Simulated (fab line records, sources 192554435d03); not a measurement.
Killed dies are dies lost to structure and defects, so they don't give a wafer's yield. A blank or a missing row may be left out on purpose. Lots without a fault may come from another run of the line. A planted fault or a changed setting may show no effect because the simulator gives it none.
A struck lot beside a sound one | flow n5_finfet | 37 steps out of a route of 1938
Sound: wafers L753.3, L753.4, L753.6. Struck: wafers L756.1, L756.4, L756.6. The cause comes at the end.
At each step with rows: each side's tool, then ch and its chambers, then its first start. Under that, the readings that differ: sound wafers | struck wafers | difference of the means | sigmas: that difference in standard deviations of wafers without a fault.
alike: readings whose means differ by less than 2 such deviations, and words and numbers that are the same on both sides. not compared: withheld readings, readings that some wafer has no value for, bounds like >300 that may hide the same value, and numbers for which the record gives no deviation and whose values overlap.
The two part at a step that has a row with sigmas, a row that says differs or no value, or rows on one side only. Numbers that don't overlap but have no deviation are shown without sigmas and don't part them. A reading that every wafer of one side lacks parts them only if that side has two wafers or more.

first, 9 steps without rows for these wafers: N5_WELL_APT_COAT_19 (resist thk 950 nm); N5_WELL_APT_EBR_21; N5_WELL_APT_SOFTBAKE_20 (time 60 s); N5_WELL_APT_EXPOSE_22 (exposes mask PWELL, defocus 0 nm, target cd 200 nm); N5_WELL_APT_PEB_23 (peb time 90 s); N5_WELL_APT_DEVELOP_24 (develop time 45 s); N5_WELL_APT_HARDBAKE_29 (time 120 s); N5_WELL_APT_DESCUM_30 (chemistry O2, time 7.9 s); N5_WELL_APT_IMPLANT_31.
N5_WELL_APT_IMPLANT_32:
  sound on implanter-01 ch 0, day 5 03:35; struck on implanter-02 ch 0, day 5 21:18
  reading                   | sound                | struck               | difference | sigmas
  beam_energy_keV           | 49.987 49.978 49.978 | 69.572 69.569 69.568 | +19.589    | +99 or more
  model.implant.rp_nm (nm)  | 38.26 38.26 38.26    | 53.2 53.2 53.2       | +14.9      |
  model.implant.drp_nm (nm) | 18.55 18.55 18.55    | 23.68 23.68 23.68    | +5.13      |
  alike: dose_ions_cm2
then, 25 steps without rows for these wafers: N5_WELL_APT_STRIP_33 (strips in SPM, time 900 s); N5_WELL_APT_RTA_34 (time 10 s); N5_WELL_APT_OXIDE_STRIP_42 (strips SiO2 in dHF, time 45 s, target depth 12 nm); N5_WELL_APT_PRECLEAN_36 (cleans in O3/DIW, time 45 s); N5_WELL_APT_PRECLEAN_39 (cleans in dHF, time 60 s); N5_WELL_APT_SRD_37 (time 30 s); N5_WELL_APT_EPI_41 (deposits Si from SiH4/H2, target thk 50 nm, time 297.7 s); N5_PMOS_HMC_CHANNEL_EPI_HM_DEP_34 (deposits SiO2 from TEOS/O2, target thk 36 nm, time 6.9 s); N5_PMOS_HMC_CHANNEL_EPI_COAT_31 (time 60 s, resist thk 66 nm); N5_PMOS_HMC_CHANNEL_EPI_COAT_03 (resist thk 205 nm); N5_PMOS_HMC_CHANNEL_EPI_EBR_05; N5_PMOS_HMC_CHANNEL_EPI_SOFTBAKE_04 (time 60 s); N5_PMOS_HMC_CHANNEL_EPI_EXPOSE_06 (exposes mask PMOS HMC BLK, target cd 240 nm); N5_PMOS_HMC_CHANNEL_EPI_PEB_07 (peb time 60 s); N5_PMOS_HMC_CHANNEL_EPI_DEVELOP_08 (develop time 30 s); N5_PMOS_HMC_CHANNEL_EPI_DESCUM_14 (chemistry O2, time 7.9 s); N5_PMOS_HMC_CHANNEL_EPI_ETCH_32 (etches BARC in N2/H2, stops on SiO2, target depth 85.8 nm, time 50.3 s); N5_PMOS_HMC_CHANNEL_EPI_HM_OPEN_15 (chemistry CHF3/O2, target SiO2, target depth 40.6 nm, time 20.3 s); N5_PMOS_HMC_CHANNEL_EPI_STRIP_33 (strips in N2/H2); N5_PMOS_HMC_CHANNEL_EPI_STRIP_17 (strips in SPM, time 750 s); N5_PMOS_HMC_CHANNEL_EPI_ETCH_38 (etches SiO2 in CF4, target depth 1.5 nm); N5_PMOS_HMC_CHANNEL_EPI_FIN_RECESS_16 (chemistry HBr/Cl2, target Si, target depth 54 nm, time 18 s); N5_PMOS_HMC_CHANNEL_EPI_PRECLEAN_36 (cleans in O3/DIW, time 45 s); N5_PMOS_HMC_CHANNEL_EPI_PRECLEAN_18 (cleans in DHF, time 30 s); N5_PMOS_HMC_CHANNEL_EPI_SRD_19 (time 30 s).
-- the record jumps here: 7 days lie between the struck wafers' starts before and after (it left off in module PMOS_HMC_CHANNEL_EPI and takes up again in module BEOL_M4, whose first step shown is number 1111 of the route) --
N5_BEOL_M4_RC_MEAS_101:
  sound on prober-01 ch 0, day 12 17:08; struck on prober-02 ch 0, day 12 22:11
  reading           | sound          | struck         | difference | sigmas
  CJ_N              | 4.47 4.27 4.41 | 3.13 3.34 3.22 | -1.15      | -12
  RS_PWELL (ohm/sq) | 2992 3018 3055 | 2661 2688 2684 | -344       | -15
  alike: DIBL_N, DIBL_P, IOFF_N, IOFF_P, ION_N, ION_P, SS_N, SS_P, VT_N, VT_P
N5_PASSIVATION_PROBE_49:
  the record has rows for the sound wafers here (prober-01, day 17 02:46) and none for the struck ones

WHERE THEY PART
First at N5_WELL_APT_IMPLANT_32; last, within this record, at N5_PASSIVATION_PROBE_49.

WHY: what the simulator had put in
Process parameter drift: implanter-02, from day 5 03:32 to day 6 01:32, at N5_WELL_APT_IMPLANT_32. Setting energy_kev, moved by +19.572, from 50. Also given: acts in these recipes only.
